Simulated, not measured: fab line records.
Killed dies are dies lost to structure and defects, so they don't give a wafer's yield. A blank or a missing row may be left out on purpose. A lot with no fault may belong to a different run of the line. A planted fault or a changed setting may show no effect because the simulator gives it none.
Matching of chambers || flow n5-finfet || rie-diel-06 running N5_BEOL_M5_ETCH_62: 4 sister chambers
The step etches SOC in N2/H2, target depth 75 nm, overetch 15 nm, time 112.5 s. 4 wafers are shown with their chamber, then 8 later ones without.

WAFERS WITH THEIR CHAMBER
{"wafer": "L089.4", "chamber": 3, "drypump-motor-current-A (A)": 6.3}
{"wafer": "L092.3", "chamber": 1, "drypump-motor-current-A (A)": 5.9}
{"wafer": "L092.4", "chamber": 2, "drypump-motor-current-A (A)": 6.4}
{"wafer": "L094.2", "chamber": 0, "drypump-motor-current-A (A)": 4.9}

WAFERS WITH NO CHAMBER GIVEN
{"wafer": "L094.3", "drypump-motor-current-A (A)": 5.8}
{"wafer": "L094.5", "drypump-motor-current-A (A)": 4.9}
{"wafer": "L095.1", "drypump-motor-current-A (A)": 6.3}
{"wafer": "L095.3", "drypump-motor-current-A (A)": 6.4}
{"wafer": "L095.4", "drypump-motor-current-A (A)": 4.9}
{"wafer": "L097.1", "drypump-motor-current-A (A)": 5.8}
{"wafer": "L097.3", "drypump-motor-current-A (A)": 6.4}
{"wafer": "L097.5", "drypump-motor-current-A (A)": 6.4}

WHICH CHAMBER EACH ONE RAN IN
{"wafer": "L094.3", "from the rows above": 1, "in truth": 1}
{"wafer": "L094.5", "from the rows above": 0, "in truth": 0}
{"wafer": "L095.1", "from the rows above": 3, "in truth": 3}
{"wafer": "L095.3", "from the rows above": 2, "in truth": 2}
{"wafer": "L095.4", "from the rows above": 0, "in truth": 0}
{"wafer": "L097.1", "from the rows above": 1, "in truth": 1}
{"wafer": "L097.3", "from the rows above": 2, "in truth": 2}
{"wafer": "L097.5", "from the rows above": 2, "in truth": 2}
Correct placement for 8 of the 8. Number that these rows cannot place: 0. Wrongly placed: 0.
How it was worked out, from the rows above alone: a wafer's distance from a chamber is the root of the sum, over the readings, of the square of ((its reading less the chamber's mean) divided by the reading's scatter). If the next closest chamber is less than 2 further off than the closest, the wafer can't be placed; otherwise it belongs to the closest. Each chamber's mean is taken over the wafers shown for it. The scatter: root of mean squared gap, hidden wafer to nearest shown wafer, with one shown wafer a chamber.
